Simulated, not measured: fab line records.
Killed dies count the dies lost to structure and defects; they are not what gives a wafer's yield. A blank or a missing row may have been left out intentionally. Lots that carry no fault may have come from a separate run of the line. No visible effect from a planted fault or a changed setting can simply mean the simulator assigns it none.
A struck lot beside a sound one :: flow nandHarc :: 20 steps out of a route of 1302
Sound: wafers L923.1, L923.2, L923.3. Wafers L930.2, L930.3, L930.6 were the ones struck. The cause is named last.
At each step with rows: each side's tool, then ch and its chambers, then its first start. Under that, the readings that differ: sound wafers :: struck wafers :: difference of the means :: sigmas: that difference in standard deviations of wafers without a fault.
alike: readings with means less than 2 such deviations apart, plus words and numbers identical on both sides. not compared: withheld readings, readings lacking a value on some wafer, bounds such as >300 that could conceal the same value, and numbers that have no deviation in the record and whose values overlap.
A row with sigmas, a row that says differs or no value, or rows on one side alone: a step with any of these is where the two part. Non-overlapping numbers with no deviation appear without sigmas and do not part them. A reading that every wafer of one side lacks parts them only if that side has two wafers or more.

NHARC_P_GATE_CD_MEAS_59 targets a cd of 720 nm.
  sound on cdSem-02 ch 0, day 6 06:04; struck on cdSem-02 ch 0, day 9 11:28
  alike: cdNm
then, 1 step without rows for these wafers: NHARC_P_GATE_HARDBAKE_60 (time 80 s).
NHARC_P_GATE_DESCUM_61: chemistry O2, time 3 s.
  sound on rieDiel-03 ch 0,1,3, day 6 06:13; struck on rieDiel-09 ch 1,3, day 9 11:37
  alike: drypumpMotorCurrentA, oesProductAu, rfVppV, showerheadPlenumPTorr, throttleValvePct
  not compared: rfHoursCounterH
then, 1 step without rows for these wafers: NHARC_P_GATE_IMPLANT_62.
NHARC_P_GATE_STRIP_112: strips in N2/H2, time 200 s.
  sound on plasmaAsher-02 ch 0,1, day 6 06:35; struck on plasmaAsher-01 ch 0,1, day 9 11:59
  alike: drypumpMotorCurrentA, heaterPowerW
  not compared: rfHoursCounterH
NHARC_P_GATE_STRIP_76: strips in O2.
  sound on plasmaAsher-02 ch 0,1, day 6 06:51; struck on plasmaAsher-01 ch 0,1, day 9 12:15
  alike: drypumpMotorCurrentA, heaterPowerW
  not compared: rfHoursCounterH
then, 6 steps without rows for these wafers: NHARC_P_GATE_STRIP_63 (strips in SPM, time 900 s); NHARC_P_GATE_DEHYDRATE_83 (time 120 s); NHARC_P_GATE_HMDS_84 (time 30 s); NHARC_P_GATE_COAT_85; NHARC_P_GATE_SOFTBAKE_86 (time 95 s); NHARC_P_GATE_EBR_87.
NHARC_P_GATE_EXPOSE_88: exposes mask P HVN, target cd 2000 nm.
  sound on krfScanner-03 ch 0, day 6 07:37; struck on krfScanner-04 ch 0, day 9 12:53
reading: mask
sound: P_HVN#0 P_HVN#0 P_HVN#0
struck: P_HVN_R1#0 P_HVN_R1#0 P_HVN_R1#0
difference: differs
sigmas: 
then, 2 steps without rows for these wafers: NHARC_P_GATE_PEB_89 (peb time 85 s); NHARC_P_GATE_DEVELOP_90 (time 70 s).
NHARC_P_GATE_CD_MEAS_91 targets a cd of 2000 nm.
  sound on cdSem-03 ch 0, day 6 07:46; struck on cdSem-02 ch 0, day 9 13:02
reading: cdNm (nm)
sound: 1998.1 1997.9 1998.9
struck: 1983.2 1983.3 1983.1
difference: -15.1
sigmas: -7
then, 1 step without rows for these wafers: NHARC_P_GATE_HARDBAKE_92 (time 80 s).
NHARC_P_GATE_DESCUM_93: chemistry O2, time 3 s.
  sound on rieDiel-11 ch 0,1,3, day 6 07:56; struck on rieDiel-11 ch 0,1,3, day 9 13:12
reading: model.P_GATE.cdNm (nm)
sound: 1998 1998 1999
struck: 1983 1984 1983
difference: -15
sigmas: 
  alike: drypumpMotorCurrentA, oesProductAu, rfVppV, showerheadPlenumPTorr, throttleValvePct
  not compared: rfHoursCounterH
then, 1 step without rows for these wafers: NHARC_P_GATE_IMPLANT_94.
-- jump in the record: it breaks off in module P_GATE and resumes in module END (first step shown: number 1302 of the route), and 19 days separate the struck wafers' starts before and after --
NHARC_END_SORT_01:
  the record has rows for the struck wafers here (prober-02 ch 0, day 28 05:12) and none for the sound ones

== WHERE THEY PART ==
First at NHARC_P_GATE_EXPOSE_88; last, within this record, at NHARC_END_SORT_01.

WHY: what had been put in by the simulator
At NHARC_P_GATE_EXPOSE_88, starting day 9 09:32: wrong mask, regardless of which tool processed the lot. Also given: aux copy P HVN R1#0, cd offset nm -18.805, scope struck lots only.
